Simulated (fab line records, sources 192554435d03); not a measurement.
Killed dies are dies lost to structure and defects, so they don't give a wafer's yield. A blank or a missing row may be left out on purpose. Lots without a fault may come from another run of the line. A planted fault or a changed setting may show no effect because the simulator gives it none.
One fault seen from 3 desks | flow n5_finfet | each desk has only its own numbers; what lay behind them comes last

THE METROLOGY DESK
What the gauges read, lot by lot, whatever tool the lot ran on: means of the sampled wafers that have a number. A lot is out of limits, marked OUT, if its mean lies more than 4 standard deviations from the usual mean; the brackets give that distance. Of its 11 readings 7 are shown: those that lie furthest out on some lot.
Columns: A = cd_nm at N5_BEOL_M0_SAQP_CD_MEAS_14, usual 42.4 nm; B = DIBL_N at N5_BEOL_M4_RC_MEAS_101, usual 37.1 mV/V; C = DIBL_P at N5_BEOL_M4_RC_MEAS_101, usual 37 mV/V; D = ION_P at N5_BEOL_M4_RC_MEAS_101, usual 459 uA/um; E = SS_N at N5_BEOL_M4_RC_MEAS_101, usual 72.1 mV/dec; F = VT_N at N5_BEOL_M4_RC_MEAS_101, usual 250 mV; G = VT_P at N5_BEOL_M4_RC_MEAS_101, usual -251 mV
lot  | first seen here | A    | B    | C  | D   | E    | F   | G
L877 | day 5 10:14     | 42.1 | 39.0 | 41 | 464 | 72.2 | 246 | -250
L878 | day 5 19:53     | 42.2 | 36.9 | 37 | 459 | 72.1 | 251 | -250
L879 | day 6 00:32     | 42.8 | 36.1 | 35 | 460 | 72.1 | 251 | -249
L881 | day 6 11:33     | 42.7 | 35.0 | 34 | 451 | 71.3 | 255 | -254
L884 | day 7 07:29     | 42.6 | 35.3 | 34 | 464 | 71.9 | 254 | -251
L886 | day 7 22:58     | 42.5 | 36.9 | 34 | 448 | 72.4 | 255 | -257
L887 | day 8 01:43     | 42.4 | 37.7 | 38 | 452 | 72.4 | 250 | -252
L888 | day 8 06:46     | 42.5 | 36.4 | 37 | 464 | 72.0 | 247 | -250
L894 | day 10 03:55    | 42.7 | 34.5 | 34 | 461 | 70.8 | 252 | -251
L898 | day 10 18:22    | 42.9 | 35.3 | 36 | 459 | 71.8 | 248 | -254
L900 | day 11 07:58    | 42.1 | 37.7 | 38 | 454 | 71.8 | 252 | -252
This desk's finding: nothing out of limits on any of the 11 lots.

THE DEFECT DESK
What the inspections along the route counted, lot by lot: means of the sampled wafers that have a number. A lot is out of limits, marked OUT, if its mean lies more than 4 standard deviations from the usual mean; the brackets give that distance.
Columns: A = raw_defect_count at N5_BEOL_M0_SAQP_INSPECT_16, usual 521
lot  | first seen here | A
L877 | day 5 10:17     | 476
L878 | day 5 19:56     | 676
L879 | day 6 00:35     | 659
L881 | day 6 11:36     | 423
L884 | day 7 07:32     | 598
L886 | day 7 23:01     | 427
L887 | day 8 01:46     | 501
L888 | day 8 06:49     | 774
L894 | day 10 03:59    | 522
L898 | day 10 18:26    | 576
L900 | day 11 08:01    | 344
This desk's finding: nothing out of limits on any of the 11 lots.

THE TOOL OWNER'S DESK: rie_diel-01
The tool's own readings at N5_BEOL_M0_SAQP_ETCH_101 (etches SiNx in CH3F/O2, target depth 29.9 nm, time 42.7 s): means of the sampled wafers that have a number, for each lot that ran on this tool. A lot is out of limits, marked OUT, if its mean lies more than 4 standard deviations from the usual mean; the brackets give that distance.
Columns: A = drypump_motor_current_A at N5_BEOL_M0_SAQP_ETCH_101, usual 5.7 A; B = oes_product_au at N5_BEOL_M0_SAQP_ETCH_101, usual 0.79 a.u.; C = rf_vpp_V at N5_BEOL_M0_SAQP_ETCH_101, usual 301 V; D = showerhead_plenum_p_Torr at N5_BEOL_M0_SAQP_ETCH_101, usual 2.02 Torr; E = throttle_valve_pct at N5_BEOL_M0_SAQP_ETCH_101, usual 16.43 %
lot  | first seen here | A   | B    | C   | D    | E
L878 | day 5 21:42     | 6.0 | 0.76 | 297 | 1.98 | 16.49
L879 | day 6 02:13     | 5.8 | 0.80 | 302 | 1.97 | 16.36
L888 | day 8 08:27     | 6.0 | 0.79 | 305 | 2.06 | 16.28
L894 | day 10 05:42    | 5.8 | 0.86 | 296 | 1.92 | 16.59
L898 | day 10 20:09    | 6.0 | 0.82 | 298 | 1.97 | 16.57
L900 | day 11 09:40    | 5.7 | 0.90 | 302 | 1.98 | 16.36
This desk's finding: nothing out of limits on any of the 6 lots.

PUT TOGETHER
The metrology desk saw nothing out of limits.
The defect desk saw nothing out of limits.
The tool owner's desk saw nothing out of limits.

WHAT THE SIMULATOR HAD PUT IN
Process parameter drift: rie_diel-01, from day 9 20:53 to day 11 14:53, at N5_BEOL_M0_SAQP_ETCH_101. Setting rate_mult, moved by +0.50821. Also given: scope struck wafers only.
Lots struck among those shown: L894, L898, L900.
